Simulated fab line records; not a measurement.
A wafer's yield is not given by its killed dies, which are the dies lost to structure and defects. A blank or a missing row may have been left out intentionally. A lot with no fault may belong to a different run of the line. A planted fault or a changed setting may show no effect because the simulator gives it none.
Split-lot experiment	flow n5 finfet	21 wafers read from 7 lots, route of 1938 steps

## ABOUT THE SPLIT
At N5_BEOL_M4_COAT_05 (resist thk 30 nm), the setting spin rpm was moved away from the recipe's 1500 rpm on 7 of the 21 wafers read, by -8.6% to +3.9%. This setting was run at the recipe's value on the other wafers.

## FROM THE SPLIT TO THE READING: what the file shows between them, 4 steps
- N5_BEOL_M4_EBR_07
- N5_BEOL_M4_SOFTBAKE_06: time 60 s
- N5_BEOL_M4_EXPOSE_08: exposes mask M4
- N5_BEOL_M4_PEB_09: peb time 60 s

## THE READING
CAR-EUV_of_BEOL_M4_COAT_05.thk nm (the simulator's own value, which no gauge read), in nm, at N5_BEOL_M4_DEVELOP_10 (develop time 30 s). There is no usual value for it anywhere in the file. The 14 wafers here that ran the recipe average 29.6 nm, standard deviation 0.082 nm.

wafer	tool, chamber at the split	spin rpm as run, rpm	against the recipe	CAR-EUV_of_BEOL_M4_COAT_05.thk nm, nm	against lot-mates on the recipe
L078.2	litho track-01, 0	1500	recipe	29.6	-
L078.4	litho track-01, 0	1500	recipe	29.6	-
L078.5	litho track-01, 0	1500	recipe	29.6	-
L082.3	litho track-01, 0	1559	+3.9%	29	-0.5
L082.4	litho track-01, 0	1500	recipe	29.6	-
L082.5	litho track-01, 0	1500	recipe	29.4	-
L087.2	litho track-01, 0	1553	+3.5%	29	-0.4
L087.3	litho track-01, 0	1553	+3.5%	29	-0.4
L087.6	litho track-01, 0	1500	recipe	29.4	-
L089.2	litho track-01, 0	1500	recipe	29.6	-
L089.3	litho track-01, 0	1542	+2.8%	29	-0.5
L089.5	litho track-01, 0	1500	recipe	29.4	-
L088.1	litho track-04, 0	1425	-5.0%	30.4	+0.8
L088.2	litho track-04, 0	1425	-5.0%	30.4	+0.8
L088.3	litho track-04, 0	1500	recipe	29.6	-
L092.1	litho track-01, 0	1500	recipe	29.6	-
L092.5	litho track-01, 0	1500	recipe	29.6	-
L092.2	litho track-01, 0	1371	-8.6%	30.8	+1.2
L095.1	litho track-04, 0	1500	recipe	29.6	-
L095.4	litho track-04, 0	1500	recipe	29.6	-
L095.6	litho track-04, 0	1500	recipe	29.6	-

FIT RESULTS
A straight line over all 21 wafers: CAR-EUV_of_BEOL_M4_COAT_05.thk nm changes by -0.156 nm for each +1% of spin rpm; r = -0.98; the points scatter about the line by 0.083 nm.
The same after taking each lot's own level away (the mean of its wafers on the recipe; 21 wafers): -0.142 nm for each +1%; r = -0.99; scatter 0.067 nm.
Per that fit: largest spin rpm move, reading shift of 1.2 nm.
Measured against the standard deviation above, the lots' own levels, which go from 29.40 to 29.60 nm, span 2.4 times it.
The two slopes are in agreement: the lot-to-lot level therefore moves the slope only a little.
Check: with one of the wafers moved furthest among these (-8.6%) left out of the fit, the line predicts +1.27 nm for it against its lot-mates. It came out at +1.2 nm against them.

## OTHER SPLITS ON THESE WAFERS
These wafers also went through other splits before the reading. Each is held against what the fit with the lots' levels taken away leaves over:
other split on the same wafers	wafers away from the commonest value	r with CAR-EUV_of_BEOL_M4_COAT_05.thk nm (lot level and that fit taken away)
N5_BEOL_M2_TRENCH_ETCH_37 bias w	7	+0.16
N5_BEOL_M3_COAT_76 spin rpm	6	+0.07

## THE WHOLE CHAIN: every reading that the file lists as answering this split, in the file's order
step	what it does	reading	change (the file's fit)	r (the file's)
N5_BEOL_M4_COAT_05	resist thk 30 nm	CAR-EUV_of_BEOL_M4_COAT_05.thk nm (the simulator's own value, which no gauge read)	-0.146 nm for each +1% of the setting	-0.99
N5_BEOL_M4_DEVELOP_10	develop time 30 s	CAR-EUV_of_BEOL_M4_COAT_05.thk nm (the simulator's own value, which no gauge read)	-0.142 nm for each +1% of the setting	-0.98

## THE FILE'S OWN FIT
CAR-EUV_of_BEOL_M4_COAT_05.thk nm changes by -0.142 nm for each +1% of spin rpm, r = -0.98.
